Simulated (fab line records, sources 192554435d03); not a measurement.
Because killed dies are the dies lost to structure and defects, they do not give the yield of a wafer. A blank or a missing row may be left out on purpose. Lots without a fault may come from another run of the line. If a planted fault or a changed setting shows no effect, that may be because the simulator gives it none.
Which tool is to blame? / flow n5_finfet / 27 wafers from 11 lots sampled at 5 of the route's 1938 steps

## WHAT EACH GAUGE READ, for each wafer
N5_BEOL_M4_RC_MEAS_101. Usual: DIBL_N 36.0 mV/V, standard deviation 1.9; DIBL_P 35.6 mV/V, standard deviation 2.2; IOFF_N 0.15 nA/um, standard deviation 0.031; IOFF_P 0.19 nA/um, standard deviation 0.032; ION_N 668 uA/um, standard deviation 11; ION_P 455 uA/um, standard deviation 7.2; SS_N 71.5 mV/dec, standard deviation 0.65; SS_P 73.4 mV/dec, standard deviation 0.64; VT_N 251 mV, standard deviation 3.6; VT_P -253 mV, standard deviation 3.3.
lot=L783; measured=day 8 22:11; on=prober-01; DIBL_N (mV/V)=36.4 35.7 37.5; DIBL_P (mV/V)=35.6 34.2 36.3; IOFF_N (nA/um)=0.15 0.14 0.17; IOFF_P (nA/um)=0.21 0.19 0.22; ION_N (uA/um)=671 664 675; ION_P (uA/um)=461 460 457; SS_N (mV/dec)=70.7 70.1 71.0; SS_P (mV/dec)=73.6 73.3 73.7; VT_N (mV)=249 251 250; VT_P (mV)=-249 -251 -250; flag=
lot=L791; measured=day 11 08:28; on=prober-02; DIBL_N (mV/V)=32.9; DIBL_P (mV/V)=32.8; IOFF_N (nA/um)=0.11; IOFF_P (nA/um)=0.17; ION_N (uA/um)=665; ION_P (uA/um)=458; SS_N (mV/dec)=71.4; SS_P (mV/dec)=72.7; VT_N (mV)=254; VT_P (mV)=-254; flag=
lot=L792; measured=day 12 13:50; on=prober-02; DIBL_N (mV/V)=32.5; DIBL_P (mV/V)=33.3; IOFF_N (nA/um)=0.12; IOFF_P (nA/um)=0.17; ION_N (uA/um)=651; ION_P (uA/um)=450; SS_N (mV/dec)=71.5; SS_P (mV/dec)=72.8; VT_N (mV)=256; VT_P (mV)=-252; flag=
lot=L794; measured=day 13 04:31; on=prober-02; DIBL_N (mV/V)=33.0; DIBL_P (mV/V)=31.3; IOFF_N (nA/um)=0.12; IOFF_P (nA/um)=0.15; ION_N (uA/um)=653; ION_P (uA/um)=451; SS_N (mV/dec)=70.8; SS_P (mV/dec)=72.9; VT_N (mV)=254; VT_P (mV)=-258; flag=
lot=L797; measured=day 13 09:55; on=prober-02; DIBL_N (mV/V)=38.4 37.1 35.3; DIBL_P (mV/V)=38.4 36.7 34.2; IOFF_N (nA/um)=0.19 0.15 0.12; IOFF_P (nA/um)=0.22 0.20 0.16; ION_N (uA/um)=677 670 670; ION_P (uA/um)=462 460 461; SS_N (mV/dec)=70.7 71.2 70.6; SS_P (mV/dec)=74.3 72.8 72.8; VT_N (mV)=246 252 252; VT_P (mV)=-246 -250 -255; flag=
lot=L798; measured=day 13 17:46; on=prober-01; DIBL_N (mV/V)=36.3 35.7 36.9; DIBL_P (mV/V)=38.5 36.3 38.1; IOFF_N (nA/um)=0.16 0.16 0.18; IOFF_P (nA/um)=0.21 0.17 0.20; ION_N (uA/um)=666 666 668; ION_P (uA/um)=458 445 458; SS_N (mV/dec)=71.4 72.0 72.0; SS_P (mV/dec)=73.7 73.4 73.8; VT_N (mV)=248 249 251; VT_P (mV)=-253 -258 -256; flag=
lot=L800; measured=day 14 10:49; on=prober-01; DIBL_N (mV/V)=38.0 36.8 38.8; DIBL_P (mV/V)=36.6 34.7 37.1; IOFF_N (nA/um)=0.17 0.14 0.18; IOFF_P (nA/um)=0.21 0.18 0.21; ION_N (uA/um)=677 666 683; ION_P (uA/um)=463 459 461; SS_N (mV/dec)=70.9 71.3 72.0; SS_P (mV/dec)=74.0 73.7 73.4; VT_N (mV)=249 248 248; VT_P (mV)=-251 -253 -250; flag=
lot=L801; measured=day 14 01:58; on=prober-02; DIBL_N (mV/V)=39.8 38.8 38.1; DIBL_P (mV/V)=39.7 38.4 37.0; IOFF_N (nA/um)=0.22 0.18 0.17; IOFF_P (nA/um)=0.24 0.24 0.20; ION_N (uA/um)=700 674 671; ION_P (uA/um)=467 462 458; SS_N (mV/dec)=71.8 72.7 71.4; SS_P (mV/dec)=74.1 74.6 73.9; VT_N (mV)=248 248 250; VT_P (mV)=-250 -252 -253; flag=
lot=L803; measured=day 14 10:26; on=prober-02; DIBL_N (mV/V)=35.0 35.7 36.2; DIBL_P (mV/V)=34.7 34.8 35.4; IOFF_N (nA/um)=0.14 0.15 0.14; IOFF_P (nA/um)=0.19 0.18 0.19; ION_N (uA/um)=672 666 658; ION_P (uA/um)=460 452 449; SS_N (mV/dec)=71.3 72.6 71.9; SS_P (mV/dec)=73.9 74.2 73.3; VT_N (mV)=254 251 256; VT_P (mV)=-254 -253 -252; flag=
lot=L805; measured=day 14 21:43; on=prober-02; DIBL_N (mV/V)=33.1 34.7 34.6; DIBL_P (mV/V)=33.5 35.8 37.0; IOFF_N (nA/um)=0.11 0.13 0.14; IOFF_P (nA/um)=0.13 0.16 0.17; ION_N (uA/um)=662 666 665; ION_P (uA/um)=444 443 449; SS_N (mV/dec)=70.6 71.6 71.9; SS_P (mV/dec)=72.9 73.6 74.3; VT_N (mV)=259 255 252; VT_P (mV)=-262 -262 -259; flag=
lot=L806; measured=day 16 01:31; on=prober-01; DIBL_N (mV/V)=34.9 34.3 37.0; DIBL_P (mV/V)=33.6 33.6 36.7; IOFF_N (nA/um)=0.13 0.12 0.16; IOFF_P (nA/um)=0.17 0.18 0.24; ION_N (uA/um)=671 653 684; ION_P (uA/um)=460 451 469; SS_N (mV/dec)=71.2 70.9 71.4; SS_P (mV/dec)=73.1 73.2 74.6; VT_N (mV)=250 254 248; VT_P (mV)=-252 -253 -246; flag=

## WHAT TOOL EACH LOT RAN ON (gives the tool, then ch and the chambers of the sampled wafers, and finally the start)
lot=L783; N5_HKMG_FIN_ALD_91=ald_metal-02 ch 0,2,3, day 4 03:37; N5_HKMG_FIN_STRIP_89=rie_diel-04 ch 0,1,3, day 4 04:01; N5_HKMG_FIN_ALD_72=cvd_w-01 ch 0,1, day 4 06:08; N5_GATE_CUT_VAPOR_ETCH_60=rie_metal-01 ch 0,1, day 4 07:17
lot=L791; N5_HKMG_FIN_ALD_91=ald_metal-01 ch 1, day 6 07:49; N5_HKMG_FIN_STRIP_89=rie_diel-04 ch 0, day 6 08:08; N5_HKMG_FIN_ALD_72=cvd_w-02 ch 1, day 6 10:16; N5_GATE_CUT_VAPOR_ETCH_60=rie_metal-03 ch 0, day 6 11:23
lot=L792; N5_HKMG_FIN_ALD_91=ald_metal-02 ch 0, day 6 14:12; N5_HKMG_FIN_STRIP_89=rie_diel-06 ch 0, day 6 14:31; N5_HKMG_FIN_ALD_72=cvd_w-01 ch 1, day 6 16:41; N5_GATE_CUT_VAPOR_ETCH_60=rie_metal-03 ch 1, day 6 17:54
lot=L794; N5_HKMG_FIN_ALD_91=ald_metal-02 ch 1, day 7 03:16; N5_HKMG_FIN_STRIP_89=rie_diel-04 ch 1, day 7 03:42; N5_HKMG_FIN_ALD_72=cvd_w-01 ch 1, day 7 05:56; N5_GATE_CUT_VAPOR_ETCH_60=rie_metal-03 ch 0, day 7 07:06
lot=L797; N5_HKMG_FIN_ALD_91=ald_metal-02 ch 0,1,3, day 7 19:12; N5_HKMG_FIN_STRIP_89=rie_diel-06 ch 1,2,3, day 7 19:50; N5_HKMG_FIN_ALD_72=cvd_w-01 ch 0, day 7 21:59; N5_GATE_CUT_VAPOR_ETCH_60=rie_metal-02 ch 0,1, day 7 23:08
lot=L798; N5_HKMG_FIN_ALD_91=ald_metal-03 ch 0,1,3, day 8 03:05; N5_HKMG_FIN_STRIP_89=rie_diel-06 ch 1,3, day 8 03:29; N5_HKMG_FIN_ALD_72=cvd_w-02 ch 1, day 8 05:47; N5_GATE_CUT_VAPOR_ETCH_60=rie_metal-01 ch 0,1, day 8 06:56
lot=L800; N5_HKMG_FIN_ALD_91=ald_metal-03 ch 0,3, day 8 15:07; N5_HKMG_FIN_STRIP_89=rie_diel-06 ch 0,1, day 8 15:40; N5_HKMG_FIN_ALD_72=cvd_w-01 ch 0,1, day 8 17:49; N5_GATE_CUT_VAPOR_ETCH_60=rie_metal-02 ch 0,1, day 8 18:58
lot=L801; N5_HKMG_FIN_ALD_91=ald_metal-02 ch 0,1,3, day 8 19:04; N5_HKMG_FIN_STRIP_89=rie_diel-06 ch 0,2, day 8 19:28; N5_HKMG_FIN_ALD_72=cvd_w-02 ch 0,1, day 8 21:41; N5_GATE_CUT_VAPOR_ETCH_60=rie_metal-01 ch 0,1, day 8 22:50
lot=L803; N5_HKMG_FIN_ALD_91=ald_metal-01 ch 1,3, day 9 05:04; N5_HKMG_FIN_STRIP_89=rie_diel-06 ch 1,2, day 9 05:28; N5_HKMG_FIN_ALD_72=cvd_w-02 ch 0,1, day 9 07:37; N5_GATE_CUT_VAPOR_ETCH_60=rie_metal-01 ch 0,1, day 9 08:46
lot=L805; N5_HKMG_FIN_ALD_91=ald_metal-01 ch 0,1,2, day 9 16:47; N5_HKMG_FIN_STRIP_89=rie_diel-04 ch 0,1,2, day 9 17:11; N5_HKMG_FIN_ALD_72=cvd_w-02 ch 0,1, day 9 19:18; N5_GATE_CUT_VAPOR_ETCH_60=rie_metal-01 ch 0,1, day 9 20:28
lot=L806; N5_HKMG_FIN_ALD_91=ald_metal-03 ch 1,2,3, day 10 05:03; N5_HKMG_FIN_STRIP_89=rie_diel-01 ch 0,2,3, day 10 05:27; N5_HKMG_FIN_ALD_72=cvd_w-01 ch 0,1, day 10 07:34; N5_GATE_CUT_VAPOR_ETCH_60=rie_metal-01 ch 0,1, day 10 08:43
- N5_HKMG_FIN_ALD_91: deposits TiN, target thk 1 nm, pulse time 1 s, purge time 3 s.
- N5_HKMG_FIN_STRIP_89: strips SOC in N2/H2, time 20 s.
- N5_HKMG_FIN_ALD_72: deposits W, target thk 2 nm, pulse time 1 s, purge time 2 s.
- N5_GATE_CUT_VAPOR_ETCH_60: etches HfO2 in BCl3/Cl2.

## AS READ BY THE TOOLS THEMSELVES (means over the sampled wafers that have a number; for cases with no such wafer, the mark the record gives instead)
N5_HKMG_FIN_ALD_91. Usual: heater_power_w 840 W, standard deviation 100; precursor_pulse_height_rel 1.000, standard deviation 0.018.
lot=L783; tool=ald_metal-02; heater_power_w (W)=901; precursor_pulse_height_rel=0.990; flag=
lot=L791; tool=ald_metal-01; heater_power_w (W)=767; precursor_pulse_height_rel=0.983; flag=
lot=L792; tool=ald_metal-02; heater_power_w (W)=907; precursor_pulse_height_rel=0.981; flag=
lot=L794; tool=ald_metal-02; heater_power_w (W)=835; precursor_pulse_height_rel=0.992; flag=
lot=L797; tool=ald_metal-02; heater_power_w (W)=912; precursor_pulse_height_rel=1.020; flag=
lot=L798; tool=ald_metal-03; heater_power_w (W)=763; precursor_pulse_height_rel=0.991; flag=
lot=L800; tool=ald_metal-03; heater_power_w (W)=718; precursor_pulse_height_rel=0.990; flag=
lot=L801; tool=ald_metal-02; heater_power_w (W)=915; precursor_pulse_height_rel=1.004; flag=
lot=L803; tool=ald_metal-01; heater_power_w (W)=848; precursor_pulse_height_rel=0.993; flag=
lot=L805; tool=ald_metal-01; heater_power_w (W)=821; precursor_pulse_height_rel=0.975; flag=
lot=L806; tool=ald_metal-03; heater_power_w (W)=847; precursor_pulse_height_rel=1.005; flag=

N5_HKMG_FIN_STRIP_89. Usual: drypump_motor_current_A 5.7 A, standard deviation 0.36; oes_product_au 0.78 a.u., standard deviation 0.093; rf_vpp_V 54.4 V, standard deviation 0.85; showerhead_plenum_p_Torr 3.41 Torr, standard deviation 0.082; throttle_valve_pct 18.9 %, standard deviation 0.35.
lot=L783; tool=rie_diel-04; drypump_motor_current_A (A)=5.9; oes_product_au (a.u.)=0.70; rf_vpp_V (V)=53.8; showerhead_plenum_p_Torr (Torr)=3.45; throttle_valve_pct (%)=19.0; flag=
lot=L791; tool=rie_diel-04; drypump_motor_current_A (A)=6.1; oes_product_au (a.u.)=0.99; rf_vpp_V (V)=56.2; showerhead_plenum_p_Torr (Torr)=3.43; throttle_valve_pct (%)=18.8; flag=
lot=L792; tool=rie_diel-06; drypump_motor_current_A (A)=5.2; oes_product_au (a.u.)=0.69; rf_vpp_V (V)=53.2; showerhead_plenum_p_Torr (Torr)=3.41; throttle_valve_pct (%)=18.3; flag=
lot=L794; tool=rie_diel-04; drypump_motor_current_A (A)=6.2; oes_product_au (a.u.)=0.75; rf_vpp_V (V)=54.5; showerhead_plenum_p_Torr (Torr)=3.47; throttle_valve_pct (%)=19.1; flag=
lot=L797; tool=rie_diel-06; drypump_motor_current_A (A)=5.4; oes_product_au (a.u.)=0.74; rf_vpp_V (V)=54.1; showerhead_plenum_p_Torr (Torr)=3.35; throttle_valve_pct (%)=18.8; flag=
lot=L798; tool=rie_diel-06; drypump_motor_current_A (A)=5.2; oes_product_au (a.u.)=0.74; rf_vpp_V (V)=53.7; showerhead_plenum_p_Torr (Torr)=3.26; throttle_valve_pct (%)=18.7; flag=
lot=L800; tool=rie_diel-06; drypump_motor_current_A (A)=5.3; oes_product_au (a.u.)=0.91; rf_vpp_V (V)=54.4; showerhead_plenum_p_Torr (Torr)=3.40; throttle_valve_pct (%)=18.2; flag=
lot=L801; tool=rie_diel-06; drypump_motor_current_A (A)=5.3; oes_product_au (a.u.)=0.87; rf_vpp_V (V)=53.9; showerhead_plenum_p_Torr (Torr)=3.42; throttle_valve_pct (%)=18.3; flag=
lot=L803; tool=rie_diel-06; drypump_motor_current_A (A)=5.6; oes_product_au (a.u.)=0.73; rf_vpp_V (V)=54.9; showerhead_plenum_p_Torr (Torr)=3.43; throttle_valve_pct (%)=19.0; flag=
lot=L805; tool=rie_diel-04; drypump_motor_current_A (A)=6.1; oes_product_au (a.u.)=0.78; rf_vpp_V (V)=54.8; showerhead_plenum_p_Torr (Torr)=3.40; throttle_valve_pct (%)=19.1; flag=
lot=L806; tool=rie_diel-01; drypump_motor_current_A (A)=5.7; oes_product_au (a.u.)=0.85; rf_vpp_V (V)=54.4; showerhead_plenum_p_Torr (Torr)=3.50; throttle_valve_pct (%)=18.6; flag=

N5_HKMG_FIN_ALD_72. Usual: heater_power_w 467 W, standard deviation 50; precursor_pulse_height_rel 0.997, standard deviation 0.018.
lot=L783; tool=cvd_w-01; heater_power_w (W)=500; precursor_pulse_height_rel=0.994; flag=
lot=L791; tool=cvd_w-02; heater_power_w (W)=398; precursor_pulse_height_rel=0.982; flag=
lot=L792; tool=cvd_w-01; heater_power_w (W)=480; precursor_pulse_height_rel=0.975; flag=
lot=L794; tool=cvd_w-01; heater_power_w (W)=489; precursor_pulse_height_rel=1.010; flag=
lot=L797; tool=cvd_w-01; heater_power_w (W)=540; precursor_pulse_height_rel=1.005; flag=
lot=L798; tool=cvd_w-02; heater_power_w (W)=404; precursor_pulse_height_rel=1.007; flag=
lot=L800; tool=cvd_w-01; heater_power_w (W)=525; precursor_pulse_height_rel=0.994; flag=
lot=L801; tool=cvd_w-02; heater_power_w (W)=417; precursor_pulse_height_rel=0.993; flag=
lot=L803; tool=cvd_w-02; heater_power_w (W)=414; precursor_pulse_height_rel=0.994; flag=
lot=L805; tool=cvd_w-02; heater_power_w (W)=410; precursor_pulse_height_rel=0.999; flag=
lot=L806; tool=cvd_w-01; heater_power_w (W)=533; precursor_pulse_height_rel=0.998; flag=

N5_GATE_CUT_VAPOR_ETCH_60. Usual: drypump_motor_current_A 5.9 A, standard deviation 0.59; oes_product_au 0.82 a.u., standard deviation 0.1.
lot=L783; tool=rie_metal-01; drypump_motor_current_A (A)=5.3; oes_product_au (a.u.)=0.81; flag=
lot=L791; tool=rie_metal-03; drypump_motor_current_A (A)=5.7; oes_product_au (a.u.)=1.23; flag=OFF
lot=L792; tool=rie_metal-03; drypump_motor_current_A (A)=6.7; oes_product_au (a.u.)=0.83; flag=
lot=L794; tool=rie_metal-03; drypump_motor_current_A (A)=5.7; oes_product_au (a.u.)=0.93; flag=
lot=L797; tool=rie_metal-02; drypump_motor_current_A (A)=6.2; oes_product_au (a.u.)=0.88; flag=
lot=L798; tool=rie_metal-01; drypump_motor_current_A (A)=5.2; oes_product_au (a.u.)=0.79; flag=
lot=L800; tool=rie_metal-02; drypump_motor_current_A (A)=5.9; oes_product_au (a.u.)=0.78; flag=
lot=L801; tool=rie_metal-01; drypump_motor_current_A (A)=5.2; oes_product_au (a.u.)=0.79; flag=
lot=L803; tool=rie_metal-01; drypump_motor_current_A (A)=5.3; oes_product_au (a.u.)=0.78; flag=
lot=L805; tool=rie_metal-01; drypump_motor_current_A (A)=5.4; oes_product_au (a.u.)=0.79; flag=
lot=L806; tool=rie_metal-01; drypump_motor_current_A (A)=5.2; oes_product_au (a.u.)=0.78; flag=

## THE ANSWER, worked out from the rows above alone
Rule: a lot counts as off when the mean over its wafers that have a number is more than 3 standard deviations away from the usual mean. A lot without any number at a reading at which 4 lots or more have one is off too. All remaining lots with rows at the step are treated as sound. After the gauges, taken in route order, come the tools' own readings; for these a lot's mean is taken, as printed above. The first step at which some lot is off is used, and at that step the reading that is off furthest; a lot without a number counts as furthest.
Off: L791 (N5_GATE_CUT_VAPOR_ETCH_60, oes_product_au).
If a tool, at that step or one of the process steps before it, ran each lot that is off and ran no sound lot following the first of them, it fits. No candidate that was tried fits.

## WHAT THE SIMULATOR HAD INSERTED
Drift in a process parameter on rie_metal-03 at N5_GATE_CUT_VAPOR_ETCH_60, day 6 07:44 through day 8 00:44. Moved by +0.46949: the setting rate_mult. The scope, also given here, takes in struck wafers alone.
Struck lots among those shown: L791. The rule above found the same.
